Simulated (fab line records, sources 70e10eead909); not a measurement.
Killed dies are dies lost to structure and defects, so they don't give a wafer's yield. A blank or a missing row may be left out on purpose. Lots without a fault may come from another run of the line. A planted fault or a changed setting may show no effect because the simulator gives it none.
Which tool did it? | flow nand_harc | 12 lots, 36 wafers sampled, at 5 steps of a route of 1302

WHAT THE GAUGES READ, wafer by wafer
NHARC_END_SORT_01. Usual: killed_at_array 62, standard deviation 22; killed_at_other 1.0, standard deviation 1.4; killed_at_periphery 4.2, standard deviation 2.8; killed_dies 67, standard deviation 23; killed_open 3.1, standard deviation 1.7; killed_short 2.1, standard deviation 1.5.
lot  | measured     | on        | killed_at_array | killed_at_other | killed_at_periphery | killed_dies | killed_open | killed_short | flag
L934 | day 25 13:26 | prober-02 | 74 84 72        | 2 0 1           | 5 5 3               | 81 89 76    | 2 6 4       | 0 6 3        |
L940 | day 26 20:40 | prober-02 | 94 95 84        | 2 0 0           | 7 8 4               | 103 103 88  | 2 3 5       | 6 4 1        |
L938 | day 27 06:32 | prober-01 | 106 97 83       | 0 0 1           | 3 7 2               | 109 104 86  | 3 4 3       | 1 1 1        |
L941 | day 28 05:53 | prober-02 | 80 80 81        | 0 0 3           | 4 2 2               | 84 82 86    | 6 1 3       | 5 3 1        |
L942 | day 28 06:41 | prober-01 | 35 38 42        | 2 3 4           | 1 3 1               | 38 44 47    | 0 0 2       | 0 1 1        |
L943 | day 28 14:26 | prober-02 | 77 72 58        | 1 0 1           | 4 6 4               | 82 78 63    | 4 4 2       | 5 5 1        |
L945 | day 29 04:04 | prober-02 | 38 36 42        | 0 1 0           | 0 1 2               | 38 38 44    | 0 4 3       | 2 3 2        |
L948 | day 30 18:14 | prober-01 | 78 79 82        | 1 0 2           | 0 3 1               | 79 82 85    | 0 3 4       | 3 2 2        |
L950 | day 31 11:38 | prober-01 | 393 32 34       | 0 0 0           | 2 1 1               | 395 33 35   | 3 5 4       | 2 0 2        | OFF
L951 | day 32 04:36 | prober-01 | 119 85 457      | 0 0 0           | 9 7 9               | 128 92 466  | 3 0 2       | 2 1 2        | OFF
L955 | day 33 19:40 | prober-01 | 24 27 32        | 0 1 1           | 2 1 4               | 26 29 37    | 2 3 2       | 1 3 6        |
L956 | day 35 08:51 | prober-02 | 107 77 68       | 0 0 1           | 2 2 0               | 109 79 69   | 5 5 3       | 2 1 2        |

WHICH TOOL RAN EACH LOT (tool, then ch and the chambers of the sampled wafers, then the start)
lot  | NHARC_A_STAIRCASE_ETCH_192                    | NHARC_A_STAIRCASE_TRIM_196         | NHARC_A_STAIRCASE_TRIM_198         | NHARC_A_STAIRCASE_STRIP_205
L934 | rie_diel-05 ch 0,2, day 15 21:45 or earlier   | rie_diel-01 ch 0,1,3, day 15 21:45 | rie_diel-01 ch 0,3, day 15 22:01   | plasma_asher-01 ch 0,1, day 15 22:53
L940 | rie_diel-01 ch 0,1,3, day 18 12:29 or earlier | rie_diel-05 ch 1,2,3, day 18 12:29 | rie_diel-05 ch 1,2,3, day 18 12:42 | plasma_asher-01 ch 0,1, day 18 13:34
L938 | rie_diel-05 ch 0,1,2, day 18 18:51 or earlier | rie_diel-05 ch 2,3, day 18 18:51   | rie_diel-05 ch 0,3, day 18 19:07   | plasma_asher-01 ch 0,1, day 18 19:55
L941 | rie_diel-01 ch 1,2,3, day 19 21:31 or earlier | rie_diel-04 ch 0,3, day 19 21:31   | rie_diel-04 ch 1,2,3, day 19 21:48 | plasma_asher-01 ch 0,1, day 19 22:35
L942 | rie_diel-01 ch 1,2, day 19 21:43 or earlier   | rie_diel-01 ch 1,2, day 19 21:43   | rie_diel-01 ch 1,2,3, day 19 22:02 | plasma_asher-02 ch 0,1, day 19 22:51
L943 | rie_diel-05 ch 2,3, day 20 07:35 or earlier   | rie_diel-05 ch 0,1,3, day 20 07:35 | rie_diel-05 ch 1,3, day 20 07:49   | plasma_asher-01 ch 0, day 20 08:46
L945 | rie_diel-01 ch 2,3, day 20 17:22 or earlier   | rie_diel-04 ch 0,3, day 20 17:22   | rie_diel-04 ch 0,2, day 20 17:45   | plasma_asher-01 ch 1, day 20 19:06
L948 | rie_diel-05 ch 2,3, day 21 19:02 or earlier   | rie_diel-05 ch 0,1,3, day 21 19:02 | rie_diel-05 ch 1,2,3, day 21 19:18 | plasma_asher-02 ch 0,1, day 21 20:10
L950 | rie_diel-05 ch 0,1,2, day 22 22:28 or earlier | rie_diel-04 ch 0,3, day 22 22:28   | rie_diel-04 ch 0,2, day 22 22:45   | plasma_asher-02 ch 0,1, day 22 23:35
L951 | rie_diel-01 ch 0,3, day 23 20:58 or earlier   | rie_diel-04 ch 0,2, day 23 20:58   | rie_diel-04 ch 0,2,3, day 23 21:13 | plasma_asher-02 ch 0,1, day 23 22:04
L955 | rie_diel-05 ch 0,2, day 25 06:58 or earlier   | rie_diel-05 ch 0,2, day 25 06:58   | rie_diel-05 ch 0,1,2, day 25 07:13 | plasma_asher-02 ch 0,1, day 25 08:04
L956 | rie_diel-01 ch 0,2,3, day 25 17:10 or earlier | rie_diel-01 ch 0,3, day 25 17:10   | rie_diel-01 ch 0,3, day 25 17:31   | plasma_asher-02 ch 0,1, day 25 18:38
- NHARC_A_STAIRCASE_ETCH_192: etches the open film in C4F8/O2, target depth 100 nm, time 40.5 s.
- NHARC_A_STAIRCASE_TRIM_196: chemistry O2, time 211.2 s.
- NHARC_A_STAIRCASE_TRIM_198: chemistry O2, time 211.2 s.
- NHARC_A_STAIRCASE_STRIP_205: strips in O2.

WHAT THE TOOLS THEMSELVES READ (means of the sampled wafers that have a number; where no wafer has one, the mark that the record gives instead)
NHARC_A_STAIRCASE_ETCH_192. Usual: oes_product_au 0.944 a.u., standard deviation 0.012; rf_vpp_V 893 V, standard deviation 4.6.
lot  | tool        | oes_product_au (a.u.) | rf_vpp_V (V) | flag
L934 | rie_diel-05 | 0.942                 | 889          |
L940 | rie_diel-01 | 0.939                 | 893          |
L938 | rie_diel-05 | 0.952                 | 892          |
L941 | rie_diel-01 | 0.945                 | 894          |
L942 | rie_diel-01 | 0.942                 | 895          |
L943 | rie_diel-05 | 0.943                 | 892          |
L945 | rie_diel-01 | 0.949                 | 894          |
L948 | rie_diel-05 | 0.950                 | 895          |
L950 | rie_diel-05 | 0.947                 | 891          |
L951 | rie_diel-01 | 0.944                 | 890          |
L955 | rie_diel-05 | 0.942                 | 887          |
L956 | rie_diel-01 | 0.929                 | 890          |

NHARC_A_STAIRCASE_TRIM_196. Usual: drypump_motor_current_A 5.8 A, standard deviation 0.54; oes_product_au 0.998 a.u., standard deviation 0.012; rf_vpp_V 57.6 V, standard deviation 0.95; showerhead_plenum_p_Torr 3.49 Torr, standard deviation 0.14; throttle_valve_pct 17.036 %, standard deviation 0.0097.
lot  | tool        | drypump_motor_current_A (A) | oes_product_au (a.u.) | rf_vpp_V (V) | showerhead_plenum_p_Torr (Torr) | throttle_valve_pct (%) | flag
L934 | rie_diel-01 | 6.4                         | 0.997                 | 57.0         | 3.44                            | 17.044                 |
L940 | rie_diel-05 | 5.3                         | 0.982                 | 57.1         | 3.51                            | 17.037                 |
L938 | rie_diel-05 | 5.4                         | 0.988                 | 56.8         | 3.51                            | 17.029                 |
L941 | rie_diel-04 | 6.2                         | 0.977                 | 57.7         | 3.68                            | 17.034                 |
L942 | rie_diel-01 | 6.1                         | 1.001                 | 57.8         | 3.49                            | 17.036                 |
L943 | rie_diel-05 | 5.4                         | 1.000                 | 58.2         | 3.52                            | 17.036                 |
L945 | rie_diel-04 | 5.9                         | 0.982                 | 57.7         | 3.56                            | 17.043                 |
L948 | rie_diel-05 | 5.4                         | 0.997                 | 58.7         | 3.51                            | 17.044                 |
L950 | rie_diel-04 | 6.2                         | 0.987                 | 57.8         | 3.67                            | 17.037                 |
L951 | rie_diel-04 | 5.3                         | 1.009                 | 57.0         | 3.52                            | 17.035                 |
L955 | rie_diel-05 | 5.9                         | 0.997                 | 56.2         | 3.30                            | 17.036                 |
L956 | rie_diel-01 | 6.5                         | 1.006                 | 57.6         | 3.41                            | 17.047                 |

NHARC_A_STAIRCASE_TRIM_198. Usual: drypump_motor_current_A 5.8 A, standard deviation 0.54; oes_product_au 0.998 a.u., standard deviation 0.012; rf_vpp_V 57.6 V, standard deviation 0.88; showerhead_plenum_p_Torr 3.50 Torr, standard deviation 0.14; throttle_valve_pct 17.037 %, standard deviation 0.009.
lot  | tool        | drypump_motor_current_A (A) | oes_product_au (a.u.) | rf_vpp_V (V) | showerhead_plenum_p_Torr (Torr) | throttle_valve_pct (%) | flag
L934 | rie_diel-01 | 6.4                         | 1.000                 | 57.6         | 3.44                            | 17.043                 |
L940 | rie_diel-05 | 5.3                         | 0.989                 | 56.6         | 3.51                            | 17.033                 |
L938 | rie_diel-05 | 5.8                         | 0.994                 | 57.5         | 3.44                            | 17.038                 |
L941 | rie_diel-04 | 5.8                         | 0.994                 | 57.6         | 3.60                            | 17.034                 |
L942 | rie_diel-01 | 6.2                         | 1.008                 | 57.4         | 3.48                            | 17.030                 |
L943 | rie_diel-05 | 5.0                         | 0.994                 | 57.4         | 3.60                            | 17.048                 |
L945 | rie_diel-04 | 5.4                         | 0.984                 | 57.4         | 3.49                            | 17.033                 |
L948 | rie_diel-05 | 5.3                         | 0.997                 | 57.7         | 3.49                            | 17.038                 |
L950 | rie_diel-04 | 5.3                         | 1.059                 | 57.6         | 3.52                            | 17.037                 | OFF
L951 | rie_diel-04 | 5.8                         | 1.061                 | 58.1         | 3.59                            | 17.036                 | OFF
L955 | rie_diel-05 | 5.5                         | 0.993                 | 57.7         | 3.39                            | 17.050                 |
L956 | rie_diel-01 | 6.6                         | 0.994                 | 57.8         | 3.35                            | 17.046                 |

NHARC_A_STAIRCASE_STRIP_205. Usual: drypump_motor_current_A 5.3 A, standard deviation 0.52; heater_power_w 343 W, standard deviation 15.
lot  | tool            | drypump_motor_current_A (A) | heater_power_w (W) | flag
L934 | plasma_asher-01 | 6.0                         | 357                |
L940 | plasma_asher-01 | 5.9                         | 343                |
L938 | plasma_asher-01 | 5.9                         | 345                |
L941 | plasma_asher-01 | 6.0                         | 356                |
L942 | plasma_asher-02 | 4.9                         | 331                |
L943 | plasma_asher-01 | 5.7                         | 335                |
L945 | plasma_asher-01 | 6.2                         | 373                |
L948 | plasma_asher-02 | 5.1                         | 334                |
L950 | plasma_asher-02 | 4.9                         | 334                |
L951 | plasma_asher-02 | 4.9                         | 336                |
L955 | plasma_asher-02 | 5.1                         | 334                |
L956 | plasma_asher-02 | 5.1                         | 336                |

THE ANSWER, worked out from the rows above alone
Rule: a lot is off if the mean of its wafers that have a number lies more than 3 standard deviations from the usual mean. A lot without any number at a reading at which 4 lots or more have one is off too. The other lots that the step has rows for count as sound. The gauges are gone through in route order, then the tools' own readings, and for those a lot's mean is taken as printed above. The first step at which some lot is off is used, and at that step the reading that is off furthest; a lot without a number counts as furthest.
Off: L950, L951, at NHARC_END_SORT_01 (killed_at_array).
A tool fits if, at a process step before that reading, it ran every lot that is off, and no sound lot after the first of them. The gauges at NHARC_END_SORT_01 aren't tried: what is off there is off at NHARC_A_STAIRCASE_TRIM_198 too, on other tools, and a gauge's error can't cause that. NHARC_A_STAIRCASE_ETCH_192 gives no start for some lots, so the hours and the order of its lots are those of NHARC_A_STAIRCASE_TRIM_196. One fits: rie_diel-04 at NHARC_A_STAIRCASE_TRIM_196 and NHARC_A_STAIRCASE_TRIM_198. At NHARC_A_STAIRCASE_TRIM_196 its last sound lot is L945 (day 20 17:22), its first lot that is off L950 (day 22 22:28): a fault that began between those two fits.

WHAT THE SIMULATOR HAD PUT IN
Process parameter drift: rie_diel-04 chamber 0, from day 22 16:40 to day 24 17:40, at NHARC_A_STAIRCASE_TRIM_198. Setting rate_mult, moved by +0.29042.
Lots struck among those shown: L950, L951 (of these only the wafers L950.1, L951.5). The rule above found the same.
